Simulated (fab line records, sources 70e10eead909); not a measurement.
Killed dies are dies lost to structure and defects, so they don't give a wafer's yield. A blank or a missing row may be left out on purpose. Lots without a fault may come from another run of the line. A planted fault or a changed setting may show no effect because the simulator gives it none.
fab line records | flow nand_harc | part 2 of 2: steps 21 to 28 of 28
record lots=5 wafers=15 last_day=33
route steps=1302 shown A_CONTACT@993
lots that met no fault: from a run of the same line without faults
start_h: hours from the record's first day to the start of the lot's first wafer shown | wait_h: hours since the lot's step before | " the same as in the row above | L1.1+2: a row that stands for several wafers | - no value, or no start given | * or withheld: withheld | < > ~ a bound
route shown NAME@n: a module of which the file shows steps, and the number in the route of the first | usual: mean/standard deviation of fault-free wafers | same: alike in all rows | chamber/n: place in a boat | sites: the reading at each site | _std_site: their standard deviation | _edge_site: outer sites' mean less inner sites' | radius_mm: how far each site lies from the wafer's centre | mask NAME#n: copy n | behind: the tool/chamber that last shaped the wafer | hold: why the lot was held/for how many hours/how that ended | device: the transistor (n, p or np) that didn't switch | end of line: the same wafers' tests at the end of the route | a step without rows: its recipe alone | killed: dies lost to structure and defects at the first sort, not the wafer's yield | map: a wafer's dies, x killed, . not, _ none there
set.NAME: the setting as run; set.NAME@STEP: as run at that earlier step | model.NAME: the simulator's own value behind a step, which no gauge read
lots at some steps of the route; a table a step, a row a wafer
services: from which hour (start_h, from the record's first day; less than 0 if before it) a tool's chamber was out of use, for how many hours, and why
## steps
# step NHARC_A_CONTACT_ETCH_119
# recipe source_w=withheld pressure_mtorr=20 bias_v=3000 time_s=190 target_depth_a=18500 ar_flow_sccm=withheld c4f8_flow_sccm=withheld o2_flow_sccm=withheld chemistry=C4F8/O2/Ar
# columns lot.wafer tool chamber start_h wait_h rf_hours_counter_h
L081.2 har_cap_etch-01 0 585.14 0.1 13
L081.3 " 0 " " -
L081.5 " 0 " " -
L083.1 har_cap_etch-02 1 588.99 0.1 99
L083.5 " 0 " " -
L083.6 " 1 " " -
L086.1 har_cap_etch-03 1 605.20 0.1 61
L086.2 " 0 " " 61
L086.3 " 1 " " -
L091.2 har_cap_etch-03 1 665.50 0.1 72
L091.5 " 1 " " -
L091.6 " 0 " " -
L095.1 har_cap_etch-02 1 710.24 0.1 124
L095.3 " 1 " " -
L095.4 " 0 " " -
# step NHARC_A_CONTACT_ETCH_120
# recipe source_w=withheld pressure_mtorr=20 bias_v=3000 time_s=190 target_depth_a=18500 ar_flow_sccm=withheld c4f8_flow_sccm=withheld o2_flow_sccm=withheld chemistry=C4F8/O2/Ar
# columns lot.wafer tool chamber start_h wait_h rf_hours_counter_h
L081.2 har_cap_etch-01 0 585.31 0.1 13
L081.3 " 0 " " -
L081.5 " 0 " " -
L083.1 har_cap_etch-02 1 589.16 0.1 99
L083.5 " 0 " " -
L083.6 " 1 " " -
L086.1 har_cap_etch-03 1 605.37 0.1 61
L086.2 " 0 " " 61
L086.3 " 1 " " -
L091.2 har_cap_etch-03 1 665.67 0.1 72
L091.5 " 1 " " -
L091.6 " 0 " " -
L095.1 har_cap_etch-02 1 710.41 0.1 124
L095.3 " 1 " " -
L095.4 " 0 " " -
# step NHARC_A_CONTACT_ETCH_121
# recipe source_w=withheld pressure_mtorr=20 bias_v=3000 time_s=190 target_depth_a=18500 ar_flow_sccm=withheld c4f8_flow_sccm=withheld o2_flow_sccm=withheld chemistry=C4F8/O2/Ar
# columns lot.wafer tool chamber start_h wait_h rf_hours_counter_h
L081.2 har_cap_etch-01 0 585.48 0.1 13
L081.3 " 0 " " -
L081.5 " 0 " " -
L083.1 har_cap_etch-02 1 589.33 0.1 99
L083.5 " 0 " " -
L083.6 " 1 " " -
L086.1 har_cap_etch-03 1 605.54 0.1 61
L086.2 " 0 " " 61
L086.3 " 1 " " -
L091.2 har_cap_etch-03 1 665.84 0.1 72
L091.5 " 1 " " -
L091.6 " 0 " " -
L095.1 har_cap_etch-02 1 710.58 0.1 124
L095.3 " 1 " " -
L095.4 " 0 " " -
# step NHARC_A_CONTACT_ETCH_122
# recipe source_w=withheld pressure_mtorr=20 bias_v=3000 time_s=190 target_depth_a=18500 ar_flow_sccm=withheld c4f8_flow_sccm=withheld o2_flow_sccm=withheld chemistry=C4F8/O2/Ar
# columns lot.wafer tool chamber start_h wait_h rf_hours_counter_h
L081.2 har_cap_etch-01 0 585.65 0.1 13
L081.3 " 0 " " -
L081.5 " 0 " " -
L083.1 har_cap_etch-02 1 589.50 0.1 99
L083.5 " 0 " " -
L083.6 " 1 " " -
L086.1 har_cap_etch-03 1 605.71 0.1 61
L086.2 " 0 " " 61
L086.3 " 1 " " -
L091.2 har_cap_etch-03 1 666.01 0.1 73
L091.5 " 1 " " -
L091.6 " 0 " " -
L095.1 har_cap_etch-02 1 710.75 0.1 124
L095.3 " 1 " " -
L095.4 " 0 " " -
# step NHARC_A_CONTACT_ETCH_123
# recipe source_w=withheld pressure_mtorr=20 bias_v=400 time_s=490 target_depth_a=21100 ar_flow_sccm=withheld c4f8_flow_sccm=11.5 o2_flow_sccm=7.2 chemistry=C4F8/O2/Ar
# columns lot.wafer tool chamber start_h wait_h rf_hours_counter_h
L081.2 har_cap_etch-01 0 585.82 0.1 13
L081.3 " 0 " " -
L081.5 " 0 " " -
L083.1 har_cap_etch-02 1 589.73 0.2 100
L083.5 " 0 " " -
L083.6 " 1 " " -
L086.1 har_cap_etch-03 1 605.89 0.1 61
L086.2 " 0 " " 61
L086.3 " 1 " " -
L091.2 har_cap_etch-03 1 666.18 0.1 73
L091.5 " 1 " " -
L091.6 " 0 " " -
L095.1 har_cap_etch-02 1 710.92 0.1 125
L095.3 " 1 " " -
L095.4 " 0 " " -
# step NHARC_A_CONTACT_ETCH_90
# recipe target_depth_a=400 over_etch_frac=0.5 time_s=85.7 ion_energy_ev=120 ch3f_flow_sccm=50 o2_flow_sccm=30 ar_flow_sccm=200 rf_w=500 bias_w=100 chemistry=CH3F/O2
# usual drypump_motor_current_A=5.8/0.3 mfc_ar_sccm=200.0/0.6 oes_product_au=0.96/0.036 rf_vpp_V=245.1/1.7 showerhead_plenum_p_Torr=2.52/0.11 throttle_valve_pct=20.663/0.0083
# columns lot.wafer tool chamber start_h wait_h drypump_motor_current_A mfc_ar_sccm oes_product_au rf_hours_counter_h rf_vpp_V showerhead_plenum_p_Torr throttle_valve_pct
L081.3 rie_diel-02 1 586.83 0.7 5.6 199.1 0.99 2 245.6 2.63 20.656
L081.2 " 2 " " 5.3 199.5 0.99 1 244.0 2.39 20.655
L081.5 " 3 " " 5.1 199.1 0.98 - 244.4 2.43 20.669
L083.1 rie_diel-13 0 590.67 0.8 5.5 200.8 1.01 20 245.7 2.50 20.661
L083.6 " 1 " " 6.0 199.8 0.99 - 246.3 2.63 20.657
L083.5 " 2 " " 6.1 201.4 1.00 - 243.3 2.42 20.665
L086.2 rie_diel-13 3 606.87 0.8 5.2 201.3 0.94 34 244.0 2.47 20.667
L086.1 " 0 " " 5.5 200.0 1.01 25 246.4 2.50 20.659
L086.3 " 1 " " 6.1 199.5 0.99 24 247.1 2.63 20.665
L091.2 rie_diel-13 0 667.17 0.9 5.5 200.2 0.93 43 244.6 2.50 20.680
L091.6 " 3 " " 5.2 199.1 0.93 - 244.7 2.46 20.649
L091.5 " 0 " " 5.5 199.6 0.92 - 245.2 2.50 20.663
L095.3 rie_diel-11 1 711.92 0.7 5.7 199.4 0.95 16 245.3 2.64 20.669
L095.4 " 2 " " 5.7 199.6 0.97 17 242.0 2.32 20.672
L095.1 " 3 " " 5.9 200.1 0.98 17 243.7 2.45 20.666
# step NHARC_A_CONTACT_ETCH_96
# recipe target_depth_a=200 over_etch_frac=0.5 time_s=10 ion_energy_ev=250 c4f6_flow_sccm=25 o2_flow_sccm=20 ar_flow_sccm=500 rf_w=600 bias_w=500 chemistry=C4F6/O2
# usual drypump_motor_current_A=5.8/0.31 mfc_ar_sccm=500.0/1.5 oes_product_au=0.971/0.026 rf_vpp_V=549/3.7 showerhead_plenum_p_Torr=4.01/0.17 throttle_valve_pct=26.904/0.0088
# columns lot.wafer tool chamber start_h wait_h drypump_motor_current_A mfc_ar_sccm oes_product_au rf_hours_counter_h rf_vpp_V showerhead_plenum_p_Torr throttle_valve_pct
L081.2 rie_diel-02 1 - - 5.7 498.4 0.994 2 552 4.18 26.900
L081.3 " 2 " " 5.3 501.9 0.991 1 545 3.83 26.906
L081.5 " 0 " " 6.5 502.2 0.990 - 549 4.03 26.908
L083.1 rie_diel-13 0 - - 5.5 500.3 1.005 20 549 3.99 26.905
L083.6 " 0 " " 5.5 498.6 1.011 - 547 3.99 26.894
L083.5 " 1 " " 6.1 502.1 1.006 - 552 4.18 26.917
L086.3 rie_diel-13 3 - - 5.2 499.5 0.959 34 548 3.94 26.911
L086.1 " 1 " " 6.1 499.5 0.989 24 552 4.17 26.911
L086.2 " 2 " " 6.0 500.3 0.941 32 545 3.86 26.890
L091.2 rie_diel-13 2 - - 6.1 502.8 0.950 53 546 3.84 26.915
L091.6 " 0 " " 5.5 501.0 0.955 - 547 3.98 26.905
L091.5 " 1 " " 6.1 498.4 0.943 - 551 4.16 26.916
L095.1 rie_diel-11 1 - - 5.7 500.6 0.956 16 553 4.20 26.901
L095.4 " 3 " " 5.9 503.3 0.994 17 546 3.90 26.901
L095.3 " 0 " " 6.0 499.3 0.983 16 551 4.18 26.919
# step NHARC_A_CONTACT_CD_MEAS_53
# usual cd_nm=289.4/0.85
# columns lot.wafer tool chamber start_h wait_h cd_nm
L081.2 cd_sem-03 - 587.02 - 289.3
L081.3 " - " " 290.4
L081.5 " - " " 288.3
L083.1 cd_sem-01 - 590.85 - 290.1
L083.5 " - " " 289.2
L083.6 " - " " 289.8
L086.1 cd_sem-01 - 607.08 - 289.1
L086.2 " - " " 289.2
L086.3 " - " " 289.8
L091.2 cd_sem-03 - 667.38 - 289.6
L091.5 " - " " 288.8
L091.6 " - " " 290.2
L095.1 cd_sem-02 - 712.12 - 290.6
L095.3 " - " " 289.1
L095.4 " - " " 289.4
## services
# columns tool chamber start_h hours kind
rie_diel-11 0 564.14 - clean
rie_diel-11 1 564.14 - clean
rie_diel-11 2 564.14 - clean
rie_diel-11 3 564.14 - clean
arfi_scanner-03 - 568.05 0.4 repair
rie_diel-02 - 571.62 9.0 pm
rie_diel-11 0 588.21 5.9 repair
rie_diel-11 1 588.64 - clean
rie_diel-02 2 608.45 27.5 repair
rie_diel-11 - 609.50 9.0 pm
rie_diel-02 0 634.95 11.6 repair
arfi_scanner-02 - 636.81 0.2 repair
arfi_scanner-03 - 644.85 4.0 pm
arfi_scanner-02 - 654.42 0.9 repair
arfi_scanner-02 - 656.00 4.0 pm
arfi_scanner-02 - 660.85 0.8 repair
rie_diel-02 3 663.79 7.2 repair
rie_diel-02 0 668.40 11.0 repair
har_cap_etch-02 - 677.23 2.9 repair
litho_track-01 - 680.00 7.0 pm
rie_diel-13 - 696.67 9.0 pm
arfi_scanner-03 - 700.10 0.2 repair
litho_track-06 - 704.00 7.0 pm
arfi_scanner-03 - 706.54 0.5 repair
